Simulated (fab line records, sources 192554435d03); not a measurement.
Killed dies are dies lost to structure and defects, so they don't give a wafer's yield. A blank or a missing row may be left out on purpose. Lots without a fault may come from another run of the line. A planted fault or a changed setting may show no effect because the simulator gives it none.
Which tool did it? | flow n5_finfet | 24 lots, 72 wafers sampled, at 6 steps of a route of 1938

WHAT THE GAUGES READ, wafer by wafer
The record holds no reading of a measuring or inspecting step that can be judged against a usual standard deviation.

WHICH TOOL RAN EACH LOT (tool, then ch and the chambers of the sampled wafers, then the start)
lot  | N5_BEOL_M4_STRIP_97                           | N5_BEOL_M4_PRE_CLEAN_45      | N5_BEOL_M4_SPUTTER_81        | N5_BEOL_M4_ANNEAL_95         | N5_BEOL_M5_PECVD_70             | N5_BEOL_M5_DESCUM_16
L074 | rie_diel-01 ch 1,2,3, day 7 14:37 or earlier  | pvd_sputter-03, day 7 14:37  | pvd_sputter-03, day 7 15:55  | pvd_sputter-03, day 7 17:06  | pecvd-01 ch 0,1,2, day 8 00:58  | rie_diel-06 ch 0,1,2, day 8 01:32
L075 | rie_diel-01 ch 1,2,3, day 8 01:08 or earlier  | pvd_sputter-02, day 8 01:08  | pvd_sputter-01, day 8 02:05  | pvd_sputter-01, day 8 03:16  | pecvd-01 ch 0,2, day 8 09:20    | rie_diel-02 ch 0,3, day 8 10:03
L076 | rie_diel-05 ch 0,1,2, day 8 03:46 or earlier  | pvd_sputter-03, day 8 03:46  | pvd_sputter-01, day 8 04:42  | pvd_sputter-01, day 8 05:53  | pecvd-03 ch 1,2, day 8 13:34    | rie_diel-04 ch 0,1, day 8 15:23
L077 | rie_diel-01 ch 0,3, day 8 05:05 or earlier    | pvd_sputter-03, day 8 05:05  | pvd_sputter-01, day 8 06:32  | pvd_sputter-01, day 8 07:43  | pecvd-01 ch 0,2, day 8 14:04    | rie_diel-06 ch 0,2, day 8 15:26
L078 | rie_diel-01 ch 0,1, day 8 18:07 or earlier    | pvd_sputter-02, day 8 18:07  | pvd_sputter-02, day 8 21:27  | pvd_sputter-02, day 8 22:38  | pecvd-03 ch 1,2, day 9 01:41    | rie_diel-06 ch 1,2,3, day 9 03:05
L079 | rie_diel-03 ch 1,2, day 8 22:58 or earlier    | pvd_sputter-03, day 8 22:58  | pvd_sputter-01, day 9 00:16  | pvd_sputter-01, day 9 01:27  | pecvd-02 ch 0,1,2, day 9 04:17  | rie_diel-02 ch 0,1,2, day 9 05:34
L080 | rie_diel-01 ch 0,1,2, day 9 09:28 or earlier  | pvd_sputter-02, day 9 09:28  | pvd_sputter-02, day 9 10:47  | pvd_sputter-02, day 9 11:58  | pecvd-01 ch 0,1,2, day 9 14:47  | rie_diel-04 ch 1,3, day 9 15:33
L081 | rie_diel-03 ch 2,3, day 9 13:25 or earlier    | pvd_sputter-03, day 9 13:25  | pvd_sputter-02, day 9 14:35  | pvd_sputter-02, day 9 15:46  | pecvd-03 ch 0,1, day 9 18:37    | rie_diel-02 ch 0,1, day 9 21:22
L082 | rie_diel-01 ch 0,1,2, day 9 14:45 or earlier  | pvd_sputter-03, day 9 14:45  | pvd_sputter-03, day 9 15:50  | pvd_sputter-03, day 9 17:01  | pecvd-03 ch 0,1,2, day 9 19:54  | rie_diel-06 ch 1,2, day 9 21:40
L083 | rie_diel-01 ch 0,2, day 9 17:41 or earlier    | pvd_sputter-01, day 9 17:41  | pvd_sputter-03, day 9 18:47  | pvd_sputter-03, day 9 19:58  | pecvd-02 ch 1, day 9 22:49      | rie_diel-04 ch 0,1,3, day 10 00:37
L085 | rie_diel-01 ch 0,2,3, day 10 00:27 or earlier | pvd_sputter-02, day 10 00:27 | pvd_sputter-01, day 10 01:31 | pvd_sputter-01, day 10 02:41 | pecvd-03 ch 0,1, day 10 05:34   | rie_diel-06 ch 1,2, day 10 06:40
L084 | rie_diel-03 ch 0,1,3, day 10 00:34 or earlier | pvd_sputter-02, day 10 00:34 | pvd_sputter-01, day 10 03:21 | pvd_sputter-01, day 10 04:32 | pecvd-01 ch 0,1,2, day 10 07:36 | rie_diel-06 ch 0,2,3, day 10 09:23
L086 | rie_diel-03 ch 0,2, day 11 00:04 or earlier   | pvd_sputter-02, day 11 00:04 | pvd_sputter-03, day 11 01:01 | pvd_sputter-03, day 11 02:12 | pecvd-03 ch 0,1,2, day 11 05:01 | rie_diel-04 ch 0,1,2, day 11 05:48
L089 | rie_diel-03 ch 1,2,3, day 11 06:09 or earlier | pvd_sputter-02, day 11 06:09 | pvd_sputter-01, day 11 07:14 | pvd_sputter-01, day 11 08:25 | pecvd-02 ch 0,1, day 11 11:16   | rie_diel-06 ch 1,2, day 11 11:56
L087 | rie_diel-01 ch 0,3, day 11 06:19 or earlier   | pvd_sputter-02, day 11 06:19 | pvd_sputter-02, day 11 08:52 | pvd_sputter-02, day 11 10:02 | pecvd-03 ch 0,1,2, day 11 13:14 | rie_diel-02 ch 0,3, day 11 15:05
L088 | rie_diel-05 ch 0,2,3, day 11 21:22 or earlier | pvd_sputter-01, day 11 21:22 | pvd_sputter-03, day 11 23:29 | pvd_sputter-03, day 12 00:40 | pecvd-02 ch 0,2, day 12 03:29   | rie_diel-06 ch 1,2, day 12 05:41
L091 | rie_diel-05 ch 0,2,3, day 12 01:41 or earlier | pvd_sputter-01, day 12 01:41 | pvd_sputter-03, day 12 03:06 | pvd_sputter-03, day 12 04:17 | pecvd-01 ch 0,2, day 12 07:06   | rie_diel-02 ch 0,1,3, day 12 08:49
L090 | rie_diel-05 ch 2,3, day 12 18:05 or earlier   | pvd_sputter-01, day 12 18:05 | pvd_sputter-01, day 12 19:04 | pvd_sputter-01, day 12 20:15 | pecvd-02 ch 0,1,2, day 12 23:33 | rie_diel-04 ch 0,1,3, day 13 00:49
L092 | rie_diel-05 ch 0,2,3, day 13 03:13 or earlier | pvd_sputter-01, day 13 03:13 | pvd_sputter-03, day 13 04:28 | pvd_sputter-03, day 13 05:39 | pecvd-03 ch 0,2, day 13 08:28   | rie_diel-02 ch 1,2,3, day 13 09:13
L093 | rie_diel-01 ch 0,1,3, day 13 19:59 or earlier | pvd_sputter-02, day 13 19:59 | pvd_sputter-01, day 13 22:28 | pvd_sputter-01, day 13 23:38 | pecvd-02 ch 0,1, day 14 02:27   | rie_diel-02 ch 1,2,3, day 14 03:33
L094 | rie_diel-03 ch 3, day 14 00:38 or earlier     | pvd_sputter-03, day 14 00:38 | pvd_sputter-02, day 14 01:58 | pvd_sputter-02, day 14 03:08 | pecvd-02 ch 0,1, day 14 05:57   | rie_diel-06 ch 0,1,2, day 14 07:22
L096 | rie_diel-01 ch 0,2,3, day 14 00:43 or earlier | pvd_sputter-03, day 14 00:43 | pvd_sputter-03, day 14 02:00 | pvd_sputter-03, day 14 03:11 | pecvd-01 ch 0,1,2, day 14 06:05 | rie_diel-02 ch 1,2,3, day 14 07:25
L097 | rie_diel-05 ch 0,2, day 14 18:14 or earlier   | pvd_sputter-01, day 14 18:14 | pvd_sputter-01, day 14 19:26 | pvd_sputter-01, day 14 20:37 | pecvd-03 ch 0,1,2, day 14 23:29 | rie_diel-02 ch 0,1,3, day 15 00:34
L095 | rie_diel-01 ch 2,3, day 15 00:58 or earlier   | pvd_sputter-01, day 15 00:58 | pvd_sputter-03, day 15 03:16 | pvd_sputter-03, day 15 04:27 | pecvd-03 ch 1,2, day 15 07:53   | rie_diel-02 ch 2,3, day 15 09:59
- N5_BEOL_M4_STRIP_97: strips in N2/H2, time 10 s.
- N5_BEOL_M4_PRE_CLEAN_45: time 30 s.
- N5_BEOL_M4_SPUTTER_81: material Cu, target thk 4.5 nm, time 8.29 s.
- N5_BEOL_M4_ANNEAL_95: time 240 s.
- N5_BEOL_M5_PECVD_70: deposits SiO2 from TEOS/O2, target thk 16 nm, time 18 s.
- N5_BEOL_M5_DESCUM_16: chemistry O2, time 7 s.

WHAT THE TOOLS THEMSELVES READ (means of the sampled wafers that have a number; where no wafer has one, the mark that the record gives instead)
N5_BEOL_M4_STRIP_97.
lot  | tool        | drypump_motor_current_A (A) | oes_product_au (a.u.) | rf_vpp_V (V) | showerhead_plenum_p_Torr (Torr) | throttle_valve_pct (%)
L074 | rie_diel-01 | 5.8                         | 0.92                  | 59.1         | 2.63                            | 23.64
L075 | rie_diel-01 | 5.8                         | 0.91                  | 59.8         | 2.63                            | 23.64
L076 | rie_diel-05 | 5.9                         | 0.70                  | 58.7         | 2.51                            | 23.64
L077 | rie_diel-01 | 5.5                         | 0.89                  | 60.0         | 2.70                            | 23.83
L078 | rie_diel-01 | 5.5                         | 0.83                  | 59.8         | 2.64                            | 23.49
L079 | rie_diel-03 | 5.5                         | 0.69                  | 59.3         | 2.49                            | 23.69
L080 | rie_diel-01 | 5.6                         | 0.84                  | 58.8         | 2.61                            | 23.51
L081 | rie_diel-03 | 5.2                         | 0.69                  | 58.7         | 2.45                            | 23.71
L082 | rie_diel-01 | 5.6                         | 0.84                  | 59.1         | 2.61                            | 23.51
L083 | rie_diel-01 | 5.3                         | 0.81                  | 59.7         | 2.63                            | 23.53
L085 | rie_diel-01 | 5.5                         | 0.85                  | 59.3         | 2.65                            | 23.70
L084 | rie_diel-03 | 5.8                         | 0.78                  | 58.2         | 2.50                            | 23.54
L086 | rie_diel-03 | 5.9                         | 0.78                  | 58.6         | 2.57                            | 23.67
L089 | rie_diel-03 | 5.5                         | 0.87                  | 58.7         | 2.45                            | 23.38
L087 | rie_diel-01 | 5.3                         | 0.81                  | 60.0         | 2.67                            | 23.71
L088 | rie_diel-05 | 6.1                         | 0.78                  | 59.2         | 2.57                            | 23.51
L091 | rie_diel-05 | 6.1                         | 0.77                  | 58.8         | 2.57                            | 23.50
L090 | rie_diel-05 | 6.1                         | 0.70                  | 58.5         | 2.47                            | 23.59
L092 | rie_diel-05 | 6.1                         | 0.77                  | 59.3         | 2.57                            | 23.52
L093 | rie_diel-01 | 5.7                         | 0.81                  | 58.9         | 2.64                            | 23.69
L094 | rie_diel-03 | 5.1                         | 0.68                  | 58.2         | 2.39                            | 23.76
L096 | rie_diel-01 | 5.5                         | 0.81                  | 58.8         | 2.63                            | 23.75
L097 | rie_diel-05 | 6.1                         | 0.75                  | 59.2         | 2.64                            | 23.65
L095 | rie_diel-01 | 5.6                         | 0.81                  | 59.6         | 2.61                            | 23.76

N5_BEOL_M4_PRE_CLEAN_45.
lot  | tool           | heater_power_w (W)
L074 | pvd_sputter-03 | 343
L075 | pvd_sputter-02 | 316
L076 | pvd_sputter-03 | 370
L077 | pvd_sputter-03 | 367
L078 | pvd_sputter-02 | 309
L079 | pvd_sputter-03 | 346
L080 | pvd_sputter-02 | 331
L081 | pvd_sputter-03 | 354
L082 | pvd_sputter-03 | 356
L083 | pvd_sputter-01 | 319
L085 | pvd_sputter-02 | 314
L084 | pvd_sputter-02 | 329
L086 | pvd_sputter-02 | 315
L089 | pvd_sputter-02 | 311
L087 | pvd_sputter-02 | 327
L088 | pvd_sputter-01 | 320
L091 | pvd_sputter-01 | 320
L090 | pvd_sputter-01 | 323
L092 | pvd_sputter-01 | 311
L093 | pvd_sputter-02 | 331
L094 | pvd_sputter-03 | 321
L096 | pvd_sputter-03 | 362
L097 | pvd_sputter-01 | 327
L095 | pvd_sputter-01 | 314

N5_BEOL_M4_SPUTTER_81.
lot  | tool           | throttle_valve_pct (%)
L074 | pvd_sputter-03 | 29.0
L075 | pvd_sputter-01 | 31.5
L076 | pvd_sputter-01 | 31.6
L077 | pvd_sputter-01 | 31.1
L078 | pvd_sputter-02 | 30.3
L079 | pvd_sputter-01 | 31.5
L080 | pvd_sputter-02 | 31.3
L081 | pvd_sputter-02 | 30.0
L082 | pvd_sputter-03 | 28.4
L083 | pvd_sputter-03 | 29.3
L085 | pvd_sputter-01 | 31.6
L084 | pvd_sputter-01 | 31.9
L086 | pvd_sputter-03 | 28.6
L089 | pvd_sputter-01 | 31.6
L087 | pvd_sputter-02 | 30.5
L088 | pvd_sputter-03 | 29.5
L091 | pvd_sputter-03 | 28.9
L090 | pvd_sputter-01 | 31.4
L092 | pvd_sputter-03 | 29.1
L093 | pvd_sputter-01 | 31.3
L094 | pvd_sputter-02 | 30.7
L096 | pvd_sputter-03 | 28.5
L097 | pvd_sputter-01 | 31.0
L095 | pvd_sputter-03 | 29.2

N5_BEOL_M4_ANNEAL_95.
lot  | tool           | heater_power_w (W)
L074 | pvd_sputter-03 | 942
L075 | pvd_sputter-01 | 807
L076 | pvd_sputter-01 | 809
L077 | pvd_sputter-01 | 782
L078 | pvd_sputter-02 | 826
L079 | pvd_sputter-01 | 808
L080 | pvd_sputter-02 | 776
L081 | pvd_sputter-02 | 824
L082 | pvd_sputter-03 | 892
L083 | pvd_sputter-03 | 904
L085 | pvd_sputter-01 | 800
L084 | pvd_sputter-01 | 783
L086 | pvd_sputter-03 | 968
L089 | pvd_sputter-01 | 803
L087 | pvd_sputter-02 | 807
L088 | pvd_sputter-03 | 847
L091 | pvd_sputter-03 | 932
L090 | pvd_sputter-01 | 782
L092 | pvd_sputter-03 | 932
L093 | pvd_sputter-01 | 789
L094 | pvd_sputter-02 | 863
L096 | pvd_sputter-03 | 943
L097 | pvd_sputter-01 | 812
L095 | pvd_sputter-03 | 885

N5_BEOL_M5_PECVD_70.
lot  | tool     | heater_power_w (W) | showerhead_plenum_p_Torr (Torr) | throttle_valve_pct (%)
L074 | pecvd-01 | 743                | 8.80                            | 21.6
L075 | pecvd-01 | 848                | 8.75                            | 21.9
L076 | pecvd-03 | 647                | 8.83                            | 20.9
L077 | pecvd-01 | 787                | 8.79                            | 21.3
L078 | pecvd-03 | 688                | 8.87                            | 22.3
L079 | pecvd-02 | 775                | 8.78                            | 22.3
L080 | pecvd-01 | 724                | 8.80                            | 21.4
L081 | pecvd-03 | 746                | 8.94                            | 24.0
L082 | pecvd-03 | 692                | 8.88                            | 22.6
L083 | pecvd-02 | 820                | 8.79                            | 23.5
L085 | pecvd-03 | 799                | 8.92                            | 24.0
L084 | pecvd-01 | 764                | 8.81                            | 21.6
L086 | pecvd-03 | 715                | 8.87                            | 22.5
L089 | pecvd-02 | 773                | 8.76                            | 23.1
L087 | pecvd-03 | 676                | 8.88                            | 22.5
L088 | pecvd-02 | 710                | 8.77                            | 20.5
L091 | pecvd-01 | 704                | 8.79                            | 21.3
L090 | pecvd-02 | 783                | 8.77                            | 21.8
L092 | pecvd-03 | 705                | 8.89                            | 22.8
L093 | pecvd-02 | 756                | 8.77                            | 22.9
L094 | pecvd-02 | 852                | 8.78                            | 23.1
L096 | pecvd-01 | 733                | 8.81                            | 21.7
L097 | pecvd-03 | 703                | 8.88                            | 22.6
L095 | pecvd-03 | 597                | 8.82                            | 21.1

N5_BEOL_M5_DESCUM_16.
lot  | tool        | drypump_motor_current_A (A) | o2_flow_sccm (sccm) | oes_product_au (a.u.) | rf_vpp_V (V) | showerhead_plenum_p_Torr (Torr) | throttle_valve_pct (%)
L074 | rie_diel-06 | 5.4                         | 225.3               | 0.73                  | 243.4        | 2.12                            | 20.53
L075 | rie_diel-02 | 5.2                         | 225.3               | 0.73                  | 243.8        | 2.11                            | 20.57
L076 | rie_diel-04 | 5.8                         | 224.8               | 0.76                  | 244.2        | 2.16                            | 20.41
L077 | rie_diel-06 | 5.2                         | 225.0               | 0.72                  | 242.7        | 2.07                            | 20.37
L078 | rie_diel-06 | 5.8                         | 225.1               | 0.81                  | 244.0        | 2.11                            | 20.55
L079 | rie_diel-02 | 5.8                         | 225.2               | 0.81                  | 243.4        | 2.11                            | 20.49
L080 | rie_diel-04 | 5.6                         | 224.8               | 0.80                  | 244.5        | 2.16                            | 20.50
L081 | rie_diel-02 | 5.4                         | 225.4               | 0.73                  | 243.3        | 2.08                            | 20.57
L082 | rie_diel-06 | 5.7                         | 224.9               | 0.74                  | 243.6        | 2.12                            | 20.78
L083 | rie_diel-04 | 5.5                         | 225.1               | 0.79                  | 243.2        | 2.15                            | 20.44
L085 | rie_diel-06 | 5.6                         | 225.0               | 0.73                  | 244.0        | 2.15                            | 20.73
L084 | rie_diel-06 | 5.7                         | 224.2               | 0.78                  | 243.0        | 2.07                            | 20.41
L086 | rie_diel-04 | 5.4                         | 225.0               | 0.78                  | 242.5        | 2.10                            | 20.46
L089 | rie_diel-06 | 5.6                         | 224.6               | 0.73                  | 244.1        | 2.15                            | 20.74
L087 | rie_diel-02 | 5.1                         | 225.8               | 0.72                  | 244.2        | 2.14                            | 20.46
L088 | rie_diel-06 | 5.6                         | 225.3               | 0.73                  | 242.0        | 2.14                            | 20.75
L091 | rie_diel-02 | 5.3                         | 224.4               | 0.72                  | 243.0        | 2.11                            | 20.48
L090 | rie_diel-04 | 5.5                         | 225.4               | 0.76                  | 243.7        | 2.14                            | 20.46
L092 | rie_diel-02 | 5.7                         | 224.9               | 0.78                  | 243.9        | 2.13                            | 20.40
L093 | rie_diel-02 | 5.7                         | 225.7               | 0.78                  | 243.6        | 2.13                            | 20.41
L094 | rie_diel-06 | 5.4                         | 224.4               | 0.78                  | 243.4        | 2.10                            | 20.47
L096 | rie_diel-02 | 5.7                         | 224.7               | 0.77                  | 244.0        | 2.13                            | 20.42
L097 | rie_diel-02 | 5.3                         | 224.7               | 0.71                  | 243.4        | 2.10                            | 20.51
L095 | rie_diel-02 | 5.9                         | 225.5               | 0.81                  | 243.8        | 2.14                            | 20.44

THE ANSWER, worked out from the rows above alone
Rule: what is usual is taken from the lots themselves. Put in order of their means at a reading, lots are off if they are a third of the lots or fewer, leave a main group of 4 or more, and stand apart from it by a gap of 3 or more times the standard deviation of the main group's means; of several such gaps the widest counts. A main group whose means are all the same, to the digits that the tables above print for the reading, isn't used. A lot without any number at a reading at which 4 lots or more have one is off too. The other lots that the step has rows for count as sound. The gauges are gone through in route order, then the tools' own readings, and for those a lot's mean is taken as printed above. The first step at which some lot is off is used, and at that step the reading that is off furthest; a lot without a number counts as furthest.
No lot is off at any reading shown: from this, nothing can be told.

WHAT THE SIMULATOR HAD PUT IN
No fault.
